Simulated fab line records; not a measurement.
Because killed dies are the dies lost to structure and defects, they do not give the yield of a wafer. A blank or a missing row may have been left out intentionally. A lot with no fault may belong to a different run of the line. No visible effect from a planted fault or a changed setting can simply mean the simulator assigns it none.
Chamber matching | flow nand harc | 4 sister chambers for NHARC_THIN_TSV_CMP_21 on cmp-03
The step polishes, t overpolish 30 s, target thk 2000 nm. 14 wafers are shown with their chamber, then 6 later ones without.

== EACH WAFER AND ITS CHAMBER ==
wafer  | chamber | motor current A (A) | overpolish run s (s) | retaining ring pressure frac
L458.2 | 0       | 13.2                | 30.013               | 1.003
L458.5 | 0       | 12.9                | 30.003               | 0.999
L464.3 | 0       | 12.6                | 30.013               | 0.994
L464.4 | 2       | 13.1                | 29.993               | 1.000
L464.6 | 1       | 11.2                | 29.985               | 1.004
L466.2 | 0       | 12.9                | 29.989               | 1.000
L466.3 | 2       | 14.0                | 29.977               | 1.001
L466.5 | 3       | 13.8                | 29.991               | 0.997
L468.4 | 2       | 13.7                | 29.994               | 1.001
L468.5 | 2       | 13.4                | 29.997               | 0.996
L468.6 | 3       | 14.4                | 30.009               | 0.997
L471.2 | 0       | 13.1                | 30.002               | 1.002
L471.5 | 1       | 11.0                | 29.998               | 0.995
L471.6 | 2       | 13.2                | 30.008               | 1.004

SIGNATURES, as means of the wafers listed above
reading                      | chamber 0 | chamber 1 | chamber 2 | chamber 3 | scatter within a chamber
motor current A              | 12.940    | 11.100    | 13.480    | 14.100    | 0.31
overpolish run s             | 30.00400  | 29.99150  | 29.99380  | 30.00000  | 0.0106
retaining ring pressure frac | 0.99960   | 0.99950   | 1.00040   | 0.99700   | 0.00351
Rule: for a wafer and a chamber, the distance is found by dividing, reading by reading, the gap between the wafer's reading and the chamber's mean by the reading's scatter, squaring, summing and taking the root. If the next closest chamber is less than 2 further off than the closest, the wafer can't be placed; otherwise it belongs to the closest. How the scatter is found: for the shown wafers, subtract from each reading the mean of its chamber, square and add these, divide the total by (wafers less chambers), then take the root.

== WAFERS WHOSE CHAMBER IS MISSING ==
wafer  | motor current A (A) | overpolish run s (s) | retaining ring pressure frac
L470.1 | 13.6                | 29.992               | 1.006
L470.2 | 14.0                | 30.001               | 1.005
L470.4 | 14.2                | 30.004               | 0.996
L472.2 | 13.0                | 29.991               | 0.999
L472.3 | 13.3                | 29.999               | 0.994
L472.5 | 12.7                | 29.997               | 1.005

== WHICH CHAMBER EACH ONE RAN IN ==
wafer  | from the rows above          | in truth
L470.1 | can't be placed: 2 or 0 or 3 | 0
L470.2 | can't be placed: 2 or 3 or 0 | 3
L470.4 | 3                            | 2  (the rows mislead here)
L472.2 | can't be placed: 0 or 2      | 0
L472.3 | can't be placed: 2 or 0 or 3 | 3
L472.5 | can't be placed: 0 or 2      | 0
0 of 6 placed correctly. These rows do not allow placing 5 (true chamber among the candidates in 5). 1 placed wrongly.
